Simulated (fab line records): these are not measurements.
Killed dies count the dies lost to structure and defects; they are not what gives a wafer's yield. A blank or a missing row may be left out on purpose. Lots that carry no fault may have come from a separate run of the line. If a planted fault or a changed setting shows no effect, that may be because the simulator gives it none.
Matching of chambers + flow n5 finfet + N5_BEOL_M8_CMP_52 on cmp-03 has 4 sister chambers
The step polishes, stops on SiCOH lowk, t overpolish 6.9 s, target thk 80 nm. 8 wafers are shown with their chamber, then 8 later ones without.

== WAFERS WITH THEIR CHAMBER ==
| wafer  | chamber | motor current A (A) | time to endpoint s (s) |
|--------|---------|---------------------|------------------------|
| L482.1 | 3       | 6.3                 | 56.2                   |
| L482.3 | 2       | 5.9                 | 64.8                   |
| L483.3 | 3       | 6.5                 | 63.2                   |
| L483.5 | 0       | 6.1                 | 60.2                   |
| L483.6 | 1       | 5.0                 | 63.6                   |
| L494.1 | 2       | 5.8                 | 69.0                   |
| L494.2 | 1       | 5.1                 | 64.1                   |
| L494.3 | 0       | 6.2                 | 63.2                   |

== WAFERS WITHOUT THEIR CHAMBER ==
| wafer  | motor current A (A) | time to endpoint s (s) |
|--------|---------------------|------------------------|
| L499.3 | 6.2                 | 62.4                   |
| L499.6 | 6.7                 | 59.4                   |
| L497.1 | 4.9                 | 66.1                   |
| L497.5 | 6.3                 | 61.5                   |
| L497.6 | 5.1                 | 65.9                   |
| L498.3 | 5.8                 | 66.8                   |
| L498.4 | 5.0                 | 65.3                   |
| L498.5 | 5.3                 | 63.5                   |

== WHICH CHAMBER EACH WENT THROUGH ==
| wafer  | from the rows above     | in truth |
|--------|-------------------------|----------|
| L499.3 | can't be placed: 0 or 3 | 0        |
| L499.6 | 3                       | 3        |
| L497.1 | 1                       | 1        |
| L497.5 | can't be placed: 3 or 0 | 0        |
| L497.6 | 1                       | 1        |
| L498.3 | 2                       | 2        |
| L498.4 | 1                       | 1        |
| L498.5 | 1                       | 1        |
Correctly placed: 6 of 8. These rows do not allow placing 2 (true chamber among the candidates in 2). 0 placed wrongly.
How it was worked out, from the rows above alone: a wafer's distance from a chamber is the root of the sum, over the readings, of the square of ((its reading less the chamber's mean) divided by the reading's scatter). The wafer belongs to the nearest chamber; if the next one is less than 2 further off, it can't be placed. Each chamber's mean is taken over the wafers shown for it. The scatter: the root of (the sum of the squares of (reading less its chamber's mean) over the shown wafers, divided by (wafers less chambers)).
